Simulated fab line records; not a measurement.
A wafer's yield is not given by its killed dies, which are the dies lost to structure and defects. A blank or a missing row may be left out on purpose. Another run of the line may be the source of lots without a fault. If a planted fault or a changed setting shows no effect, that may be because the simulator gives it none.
fab line records	flow n5_finfet	part 1 of 2: steps 1 to 18 of 27
record lots=5	wafers=15	last_day=17
route steps=1938 shown BEOL_M2@872
lots with no fault: from the same line, run without faults
start_h: hours from the record's opening day to when the first of the lot's shown wafers began	wait_h: how many hours have passed since the lot's step before this one	" as in the row above	L1.1+2: a single row standing in for several wafers	- no value, or no start was given	* or withheld: withheld	< > ~ a bound
route shown NAME@n: NAME is a module with steps in the file, n the number in the route of the first one	usual: mean/standard deviation of fault-free wafers	same: alike in all rows	chamber/n: place in a boat	sites: readings site by site	_std_site: the values' standard deviation	_edge_site: the outer-site mean with the inner-site mean subtracted	radius_mm: for every site, how far away it sits from the centre of the wafer	mask NAME#n: copy n	behind: tool/chamber where the wafer was last shaped	hold: reason for holding the lot/hours on hold/outcome of the hold	device: the n, p or np transistor that did not switch	end of line: the route-end tests of the same wafers	step lacking rows: just its recipe	killed: at the first sort, the dies lost to defects and structure; wafer yield is something else	map: a wafer's dies, marking killed ones x, the rest . and places with no die _
set.NAME: the setting that was run; set.NAME@STEP: the one run at that earlier step	model.NAME: the simulator's own value behind a step, which no gauge read
certain route steps with their lots: each step a table, each wafer a row
services: the hour from which a tool's chamber was out of use, counted from the record's first day as start_h (under 0 if before that day), plus the number of hours and why
## steps
# step N5_BEOL_M2_SOFTBAKE_23
# recipe temp_c=110	time_s=60	resist=CAR-EUV
lot.wafer	tool	chamber	start_h	wait_h
L075.1+2+5	litho_track-01	0	-	-
L080.1+5+6	litho_track-02	0	-	-
L089.1+2+4	litho_track-03	0	-	-
L091.2+4+6	litho_track-02	0	-	-
L096.1+4+6	litho_track-03	0	-	-
# step N5_BEOL_M2_EXPOSE_25
# recipe mask_id=V1	na=0.33	source_shape=quasar	sigma_inner=0.2	sigma_outer=0.8	polarization=unpolarized	defocus_nm=5	dose_mj=63
# usual exposure_dose_mJ_cm2=62.97/0.061
lot.wafer	tool	chamber	start_h	wait_h	mask	exposure_dose_mJ_cm2
L075.1	euv_scanner-02	0	136.75	-	V1#0	62.89
L075.2	"	0	"	"	V1#0	62.91
L075.5	"	0	"	"	V1#0	63.00
L080.1	euv_scanner-02	0	215.01	-	V1#0	62.94
L080.5	"	0	"	"	V1#0	62.91
L080.6	"	0	"	"	V1#0	62.96
L089.1	euv_scanner-02	0	226.88	-	V1#0	62.91
L089.2	"	0	"	"	V1#0	62.92
L089.4	"	0	"	"	V1#0	62.92
L091.2	euv_scanner-02	0	239.66	-	V1#0	62.90
L091.4	"	0	"	"	V1#0	62.93
L091.6	"	0	"	"	V1#0	62.91
L096.1	euv_scanner-02	0	274.66	-	V1#0	63.00
L096.4	"	0	"	"	V1#0	62.93
L096.6	"	0	"	"	V1#0	63.03
# step N5_BEOL_M2_PEB_26
# recipe peb_temp_c=100	peb_time_s=60	resist=CAR-EUV
lot.wafer	tool	chamber	start_h	wait_h
L075.1+2+5	litho_track-01	0	136.83	0.1
L080.1+5+6	litho_track-01	0	215.09	0.1
L089.1+2+4	litho_track-03	0	226.96	0.1
L091.2+4+6	litho_track-01	0	239.73	0.1
L096.1+4+6	litho_track-03	0	274.74	0.1
# step N5_BEOL_M2_DEVELOP_27
# recipe develop_time_s=30	developer=TMAH	resist=CAR-EUV	rinse_liquid=surfactant_rinse	dry=air_spin	dev_temp_c=23
lot.wafer	tool	chamber	start_h	wait_h
L075.1+2+5	litho_track-01	0	-	-
L080.1+5+6	litho_track-01	0	-	-
L089.1+2+4	litho_track-03	0	-	-
L091.2+4+6	litho_track-01	0	-	-
L096.1+4+6	litho_track-03	0	-	-
# step N5_BEOL_M2_CD_MEAS_28
# recipe target_cd_nm=26.2	landing_energy_ev=500	detector=se_inlens	target_cd_y_nm=24.1	polarity=opening
# usual cd_nm=26.17/0.26
lot.wafer	tool	chamber	start_h	wait_h	cd_nm
L075.1	cd_sem-03	0	136.90	-	26.27
L075.2	"	0	"	"	26.12
L075.5	"	0	"	"	26.95
L080.1	cd_sem-02	0	215.16	-	25.84
L080.5	"	0	"	"	26.24
L080.6	"	0	"	"	26.29
L089.1	cd_sem-01	0	227.02	-	26.11
L089.2	"	0	"	"	26.31
L089.4	"	0	"	"	25.79
L091.2	cd_sem-02	0	239.80	-	26.43
L091.4	"	0	"	"	25.82
L091.6	"	0	"	"	25.59
L096.1	cd_sem-03	0	274.81	-	25.92
L096.4	"	0	"	"	26.27
L096.6	"	0	"	"	26.11
# step N5_BEOL_M2_OVL_MEAS_29
# recipe points_per_wafer=522
# usual V1_OVL=0.0/0.6
lot.wafer	tool	chamber	start_h	wait_h	V1_OVL[nm]
L075.1	overlay-02	0	136.93	0.0	0.9
L075.2	"	0	"	"	-0.2
L075.5	"	0	"	"	0.8
L080.1	overlay-01	0	215.19	0.0	0.4
L080.5	"	0	"	"	0.6
L080.6	"	0	"	"	-0.2
L089.1	overlay-02	0	227.05	0.0	1.0
L089.2	"	0	"	"	-0.2
L089.4	"	0	"	"	-0.4
L091.2	overlay-02	0	239.83	0.0	0.3
L091.4	"	0	"	"	-0.1
L091.6	"	0	"	"	-0.1
L096.1	overlay-01	0	274.84	0.0	0.4
L096.4	"	0	"	"	0.6
L096.6	"	0	"	"	0.1
# step N5_BEOL_M2_INSPECT_30
# recipe mode=adi	inspect_instrument=brightfield
# usual raw_defect_count=423/87
lot.wafer	tool	chamber	start_h	wait_h	raw_defect_count
L075.1	defect_inspect-01	-	136.99	0.1	412
L075.2	"	-	"	"	314
L075.5	"	-	"	"	582
L080.1	defect_inspect-02	-	215.25	0.1	417
L080.5	"	-	"	"	395
L080.6	"	-	"	"	421
L089.1	defect_inspect-02	-	227.11	0.1	502
L089.2	"	-	"	"	405
L089.4	"	-	"	"	390
L091.2	defect_inspect-01	-	239.89	0.0	552
L091.4	"	-	"	"	423
L091.6	"	-	"	"	462
L096.1	defect_inspect-01	-	274.89	0.1	441
L096.4	"	-	"	"	510
L096.6	"	-	"	"	300
# step N5_BEOL_M2_DESCUM_33
# recipe chemistry=O2	time_s=7	source_power_w=50	bias_power_w=20	pressure_mtorr=20	rf_frequency_hz=2.712e+07	temp_c=40	resist=CAR-EUV	o2_flow_sccm=225
# usual drypump_motor_current_A=5.8/0.31	oes_product_au=0.80/0.083	rf_vpp_V=243.1/1.3	showerhead_plenum_p_Torr=2.09/0.074	throttle_valve_pct=20.41/0.29
lot.wafer	tool	chamber	start_h	wait_h	drypump_motor_current_A	oes_product_au	rf_hours_counter_h	rf_vpp_V	showerhead_plenum_p_Torr	throttle_valve_pct
L075.1	rie_diel-05	3	137.05	0.1	5.8	0.79	155	242.7	2.12	20.82
L075.2	"	0	"	"	5.6	0.72	211	243.4	2.09	20.36
L075.5	"	1	"	"	5.3	0.80	-	245.4	2.21	20.27
L080.1	rie_diel-04	1	215.42	0.2	6.0	0.68	200	241.7	1.99	20.17
L080.5	"	1	"	"	6.0	0.68	-	241.6	1.99	20.16
L080.6	"	0	"	"	5.4	0.69	-	240.1	2.00	20.74
L089.1	rie_diel-05	2	227.15	0.0	6.2	0.87	44	243.4	2.13	20.22
L089.2	"	0	"	"	5.6	0.69	246	243.1	2.07	20.41
L089.4	"	1	"	"	5.3	0.78	117	244.4	2.20	20.32
L091.2	rie_diel-05	1	239.92	0.0	5.3	0.77	119	244.3	2.20	20.32
L091.4	"	3	"	"	5.9	0.76	195	242.7	2.11	20.87
L091.6	"	0	"	"	5.6	0.68	-	242.7	2.07	20.43
L096.1	rie_diel-05	1	274.93	0.0	5.3	0.77	130	245.0	2.20	20.33
L096.4	"	0	"	"	5.6	0.97	4	242.3	2.07	20.01
L096.6	"	1	"	"	5.3	0.76	-	244.9	2.20	20.32
# step N5_BEOL_M2_ETCH_77
# recipe chemistry=N2/H2	target=underlayer	target_depth_a=65	mask_material=CAR-EUV	time_s=5.2	ion_energy_ev=200	pressure_mtorr=30	source_w=840	bias_w=150	n2_flow_sccm=200	h2_flow_sccm=200	ends=cleared
# usual drypump_motor_current_A=5.8/0.31	etch_rf_on_time_s=5.15/0.23	oes_product_au=0.69/0.076	rf_vpp_V=523.8/2.7	showerhead_plenum_p_Torr=2.53/0.092	throttle_valve_pct=17.82/0.27
lot.wafer	tool	chamber	start_h	wait_h	drypump_motor_current_A	etch_rf_on_time_s	oes_product_au	rf_hours_counter_h	rf_vpp_V	showerhead_plenum_p_Torr	throttle_valve_pct
L075.1	rie_diel-05	3	137.08	0.0	5.8	4.88	0.69	155	526.3	2.55	18.28
L075.2	"	0	"	"	5.6	5.17	0.61	211	526.4	2.52	17.75
L075.5	"	1	"	"	5.3	5.13	0.69	-	528.8	2.69	17.64
L080.1	rie_diel-04	1	215.45	0.0	6.0	5.71	0.57	200	520.7	2.40	17.51
L080.5	"	1	"	"	6.0	5.68	0.57	-	522.6	2.40	17.49
L080.6	"	0	"	"	5.4	5.20	0.59	-	520.0	2.39	17.77
L089.1	rie_diel-05	2	227.18	0.0	6.2	4.95	0.76	44	524.2	2.55	17.27
L089.2	"	0	"	"	5.6	5.21	0.59	246	524.4	2.50	17.80
L089.4	"	1	"	"	5.3	5.18	0.66	117	527.3	2.68	17.70
L091.2	rie_diel-05	1	239.96	0.0	5.3	5.22	0.65	119	527.2	2.67	17.72
L091.4	"	3	"	"	5.8	4.86	0.66	195	522.7	2.54	18.30
L091.6	"	0	"	"	5.6	5.28	0.58	-	523.8	2.50	17.79
L096.1	rie_diel-05	1	274.96	0.0	5.3	5.14	0.64	130	526.0	2.67	17.74
L096.4	"	0	"	"	5.6	5.26	0.82	4	522.8	2.50	17.34
L096.6	"	1	"	"	5.3	5.22	0.66	-	525.6	2.67	17.74
# step N5_BEOL_M2_ETCH_69
# recipe chemistry=CF4	target=SiARC	target_depth_a=156	mask_material=CAR-EUV	time_s=26	ion_energy_ev=80	pressure_mtorr=40	source_w=545	bias_w=36	Ar_flow_sccm=100	cf4_flow_sccm=100	ends=cleared
# usual drypump_motor_current_A=5.8/0.31	etch_rf_on_time_s=25.9/0.96	mfc_ar_sccm=99.99/0.28	oes_product_au=0.69/0.074	rf_vpp_V=184.0/1.1	showerhead_plenum_p_Torr=2.13/0.07	throttle_valve_pct=15.55/0.22
lot.wafer	tool	chamber	start_h	wait_h	drypump_motor_current_A	etch_rf_on_time_s	mfc_ar_sccm	oes_product_au	rf_hours_counter_h	rf_vpp_V	showerhead_plenum_p_Torr	throttle_valve_pct
L075.1	rie_diel-05	3	137.10	0.0	5.8	24.7	100.09	0.68	155	185.4	2.14	15.78
L075.2	"	0	"	"	5.6	26.1	100.02	0.61	211	183.3	2.14	15.59
L075.5	"	1	"	"	5.3	26.2	99.86	0.69	-	184.4	2.24	15.38
L080.1	rie_diel-04	1	215.47	0.0	6.0	28.3	99.65	0.57	200	182.8	2.02	15.36
L080.5	"	1	"	"	6.0	28.1	99.57	0.57	-	183.1	2.02	15.34
L080.6	"	0	"	"	5.4	26.0	100.17	0.59	-	183.7	2.01	15.63
L089.1	rie_diel-05	2	227.20	0.0	6.2	25.0	100.13	0.76	44	185.7	2.16	15.25
L089.2	"	0	"	"	5.6	25.8	99.83	0.59	246	183.3	2.12	15.64
L089.4	"	1	"	"	5.3	26.1	99.69	0.66	117	184.7	2.23	15.44
L091.2	rie_diel-05	1	239.97	0.0	5.3	26.5	100.21	0.65	119	184.6	2.23	15.46
L091.4	"	3	"	"	5.9	24.9	100.21	0.66	195	183.5	2.13	15.87
L091.6	"	0	"	"	5.6	26.5	100.06	0.58	-	182.0	2.12	15.64
L096.1	rie_diel-05	1	274.98	0.0	5.3	26.2	99.51	0.64	130	185.8	2.23	15.47
L096.4	"	0	"	"	5.6	26.5	99.86	0.82	4	182.7	2.12	15.16
L096.6	"	1	"	"	5.3	26.0	99.66	0.65	-	185.2	2.23	15.48
# step N5_BEOL_M2_ALD_98
# recipe material=SiO2	target_thk_a=25	temp_c=100	ald_precursor_family=BDEAS	ald_co_reactant=O2-plasma	pulse_time_s=1	co_reactant_pulse_time_s=1	purge_time_s=2	co_reactant_purge_time_s=2	ald_cycles=17	pressure_torr=2
# usual heater_power_w=83/9.4	precursor_pulse_height_rel=0.998/0.02
lot.wafer	tool	chamber	start_h	wait_h	heater_power_w	precursor_pulse_height_rel
L075.1	ald_sin-03	3	137.59	0.5	78	0.995
L075.2	"	2	"	"	93	0.970
L075.5	"	0	"	"	88	0.992
L080.1	ald_sin-02	2	215.66	0.2	78	1.023
L080.5	"	0	"	"	69	1.015
L080.6	"	1	"	"	78	1.007
L089.1	ald_sin-02	0	227.28	0.1	72	1.024
L089.2	"	2	"	"	80	0.997
L089.4	"	1	"	"	74	0.988
L091.2	ald_sin-01	1	240.05	0.1	77	0.992
L091.4	"	3	"	"	78	1.001
L091.6	"	1	"	"	74	0.986
L096.1	ald_sin-01	0	275.56	0.6	89	0.990
L096.4	"	1	"	"	77	0.981
L096.6	"	2	"	"	69	0.977
# step N5_BEOL_M2_ETCHBACK_99
# recipe chemistry=CHF3	target=SiO2	target_depth_a=50	time_s=10.4	source_w=215	bias_w=47	Ar_flow_sccm=200	CHF3_flow_sccm=12	ion_energy_ev=100	pressure_mtorr=30
# usual drypump_motor_current_A=5.8/0.31	mfc_ar_sccm=200.0/0.59	oes_product_au=0.82/0.09	rf_vpp_V=243/8.6	showerhead_plenum_p_Torr=2.15/0.08	throttle_valve_pct=17.02/0.28
lot.wafer	tool	chamber	start_h	wait_h	drypump_motor_current_A	mfc_ar_sccm	oes_product_au	rf_hours_counter_h	rf_vpp_V	showerhead_plenum_p_Torr	throttle_valve_pct
L075.1	rie_diel-03	3	137.79	0.2	5.3	199.4	0.85	48	238	2.18	16.85
L075.2	"	1	"	"	5.9	199.8	0.98	9	250	2.11	17.04
L075.5	"	3	"	"	5.3	199.3	0.85	-	237	2.18	16.84
L080.1	rie_diel-05	0	216.01	0.3	5.6	200.2	0.68	242	235	2.14	17.13
L080.5	"	1	"	"	5.3	199.6	0.78	-	260	2.24	16.87
L080.6	"	0	"	"	5.6	200.2	0.69	-	235	2.14	17.13
L089.1	rie_diel-05	2	228.00	0.7	6.1	200.6	0.88	44	243	2.16	16.66
L089.2	"	3	"	"	5.9	200.0	0.77	193	252	2.14	17.31
L089.4	"	1	"	"	5.3	199.4	0.78	117	260	2.24	16.88
L091.2	rie_diel-03	2	243.61	3.5	6.2	200.0	0.80	94	245	2.29	17.63
L091.4	"	0	"	"	5.7	199.1	0.92	28	248	2.19	16.85
L091.6	"	2	"	"	6.2	199.7	0.80	-	248	2.29	17.61
L096.1	rie_diel-03	2	279.21	3.6	6.2	200.2	0.79	103	248	2.29	17.64
L096.4	"	1	"	"	6.0	200.0	0.88	58	251	2.10	17.14
L096.6	"	3	"	"	5.3	200.1	0.79	-	237	2.16	16.93
# step N5_BEOL_M2_ETCH_70
# recipe chemistry=N2/H2	target=SOC	target_depth_a=800	overetch_a=240	mask_material=SiARC	temp_c=40	time_s=130	ion_energy_ev=200	pressure_mtorr=30	source_w=840	bias_w=150	n2_flow_sccm=200	h2_flow_sccm=200
# usual drypump_motor_current_A=5.8/0.31	oes_product_au=0.60/0.061	rf_vpp_V=523.8/2.5	showerhead_plenum_p_Torr=2.54/0.094	throttle_valve_pct=17.78/0.27
lot.wafer	tool	chamber	start_h	wait_h	drypump_motor_current_A	oes_product_au	rf_hours_counter_h	rf_vpp_V	showerhead_plenum_p_Torr	throttle_valve_pct
L075.1	rie_diel-03	3	137.82	0.0	5.3	0.62	48	523.5	2.61	17.81
L075.2	"	1	"	"	5.9	0.71	9	522.7	2.49	17.82
L075.5	"	3	"	"	5.3	0.63	-	525.4	2.61	17.79
L080.1	rie_diel-05	0	216.04	0.0	5.6	0.51	242	521.6	2.50	17.75
L080.5	"	1	"	"	5.3	0.58	-	527.4	2.68	17.64
L080.6	"	0	"	"	5.6	0.51	-	522.1	2.50	17.75
L089.1	rie_diel-05	2	228.04	0.0	6.1	0.63	44	526.1	2.55	17.24
L089.2	"	3	"	"	5.8	0.55	193	523.0	2.54	18.27
L089.4	"	1	"	"	5.3	0.57	117	529.0	2.68	17.65
L091.2	rie_diel-03	2	243.65	0.0	6.2	0.59	94	527.5	2.67	18.18
L091.4	"	0	"	"	5.7	0.67	28	525.1	2.61	17.72
L091.6	"	2	"	"	6.2	0.59	-	526.5	2.67	18.18
L096.1	rie_diel-03	2	279.24	0.0	6.2	0.59	103	528.8	2.67	18.21
L096.4	"	1	"	"	6.0	0.64	58	523.1	2.47	17.93
L096.6	"	3	"	"	5.3	0.58	-	522.9	2.59	17.90
# step N5_BEOL_M2_STRIP_71
# recipe chemistry=N2/H2	temp_c=40	n2_flow_sccm=200	h2_flow_sccm=200	rf_frequency_hz=6e+07
lot.wafer	tool	chamber	start_h	wait_h
L075.1+2+5	rie_diel-03	3,1,3	137.91	0.0
L080.1+5+6	rie_diel-05	0,1,0	216.13	0.0
L089.1+2+4	rie_diel-05	2,3,1	228.12	0.0
L091.2+4+6	rie_diel-03	2,0,2	243.73	0.0
L096.1+4+6	rie_diel-03	2,1,3	279.33	0.0
# step N5_BEOL_M2_STRIP_78
# recipe chemistry=N2/H2	temp_c=40	n2_flow_sccm=200	h2_flow_sccm=200	rf_frequency_hz=6e+07
lot.wafer	tool	chamber	start_h	wait_h
L075.1+2+5	rie_diel-03	3,1,3	137.92	0.0
L080.1+5+6	rie_diel-05	0,1,0	216.14	0.0
L089.1+2+4	rie_diel-05	2,3,1	228.13	0.0
L091.2+4+6	rie_diel-03	2,0,2	243.74	0.0
L096.1+4+6	rie_diel-03	2,1,3	279.34	0.0
# step N5_BEOL_M2_VIA_ETCH_34
# recipe chemistry=C4F6/O2	target_depth_a=694	mask_material=SOC	pressure_mtorr=15	ion_energy_ev=250	taper_deg=4	time_s=65.9	source_w=350	bias_w=170	Ar_flow_sccm=300	C4F6_flow_sccm=10	O2_flow_sccm=10
# usual drypump_motor_current_A=5.8/0.31	mfc_ar_sccm=300.0/0.92	oes_o_777_au=0.82/0.085	oes_product_au=0.82/0.091	rf_vpp_V=671/23	showerhead_plenum_p_Torr=2.84/0.1	throttle_valve_pct=30.7/0.48
lot.wafer	tool	chamber	start_h	wait_h	drypump_motor_current_A	mfc_ar_sccm	oes_o_777_au	oes_product_au	rf_hours_counter_h	rf_vpp_V	showerhead_plenum_p_Torr	throttle_valve_pct
L075.1	rie_diel-03	3	137.93	0.0	5.3	300.7	0.82	0.85	48	658	2.88	30.4
L075.2	"	1	"	"	6.0	299.2	0.94	0.98	9	696	2.79	31.1
L075.5	"	3	"	"	5.3	300.3	0.82	0.85	-	656	2.88	30.4
L080.1	rie_diel-05	0	216.15	0.0	5.6	299.5	0.72	0.69	242	649	2.83	30.8
L080.5	"	1	"	"	5.3	300.5	0.76	0.78	-	718	2.96	30.4
L080.6	"	0	"	"	5.6	300.5	0.72	0.69	-	648	2.83	30.8
L089.1	rie_diel-05	2	228.14	0.0	6.2	300.3	0.89	0.88	44	672	2.86	30.3
L089.2	"	3	"	"	5.8	301.4	0.79	0.76	193	694	2.82	30.9
L089.4	"	1	"	"	5.3	300.1	0.75	0.78	117	718	2.96	30.4
L091.2	rie_diel-03	2	243.75	0.0	6.2	298.9	0.81	0.80	94	682	3.02	31.8
L091.4	"	0	"	"	5.7	299.2	0.92	0.92	28	685	2.90	30.5
L091.6	"	2	"	"	6.2	298.1	0.81	0.80	-	682	3.02	31.8
L096.1	rie_diel-03	2	279.35	0.0	6.1	301.8	0.81	0.79	103	682	3.02	31.8
L096.4	"	1	"	"	6.0	300.5	0.85	0.89	58	694	2.77	31.1
L096.6	"	3	"	"	5.3	299.3	0.76	0.79	-	657	2.86	30.5
# step N5_BEOL_M2_STRIP_83
# recipe chemistry=C4F6/O2	resist=SiARC	rf_frequency_hz=6e+07
lot.wafer	tool	chamber	start_h	wait_h
L075.1+2+5	rie_diel-03	3,1,3	137.98	0.0
L080.1+5+6	rie_diel-05	0,1,0	216.20	0.0
L089.1+2+4	rie_diel-05	2,3,1	228.20	0.0
L091.2+4+6	rie_diel-03	2,0,2	243.80	0.0
L096.1+4+6	rie_diel-03	2,1,3	279.40	0.0
# step N5_BEOL_M2_STRIP_36
# recipe chemistry=N2/H2	power_w=450	temp_c=40	pressure_mtorr=20	rf_frequency_hz=6e+07	overash_fraction=0.3	bias_power_w=7	h2_frac=0.5	n2_flow_sccm=200	h2_flow_sccm=200
# usual drypump_motor_current_A=5.8/0.31	oes_product_au=0.81/0.088	rf_vpp_V=59.0/1.6	showerhead_plenum_p_Torr=2.54/0.094	throttle_valve_pct=23.6/0.38
# same overash_fraction=0.3
lot.wafer	tool	chamber	start_h	wait_h	drypump_motor_current_A	oes_product_au	rf_hours_counter_h	rf_vpp_V	showerhead_plenum_p_Torr	throttle_valve_pct
L075.1	rie_diel-03	3	137.99	0.0	5.3	0.84	48	59.4	2.60	23.7
L075.2	"	1	"	"	6.0	0.96	9	61.0	2.49	23.9
L075.5	"	3	"	"	5.3	0.83	-	57.8	2.60	23.7
L080.1	rie_diel-05	0	216.21	0.0	5.6	0.69	242	59.9	2.50	23.5
L080.5	"	1	"	"	5.3	0.78	-	58.5	2.67	23.3
L080.6	"	0	"	"	5.6	0.69	-	59.9	2.50	23.5
L089.1	rie_diel-05	2	228.21	0.0	6.2	0.88	44	56.7	2.54	22.9
L089.2	"	3	"	"	5.9	0.76	193	59.7	2.53	24.3
L089.4	"	1	"	"	5.3	0.77	117	60.1	2.67	23.4
L091.2	rie_diel-03	2	243.81	0.0	6.2	0.79	94	60.6	2.67	24.0
L091.4	"	0	"	"	5.7	0.92	28	60.3	2.61	23.7
L091.6	"	2	"	"	6.1	0.79	-	58.7	2.67	24.0
L096.1	rie_diel-03	2	279.41	0.0	6.2	0.78	103	58.9	2.66	24.0
L096.4	"	1	"	"	6.0	0.87	58	60.6	2.47	24.0
L096.6	"	3	"	"	5.3	0.78	-	57.6	2.58	23.8
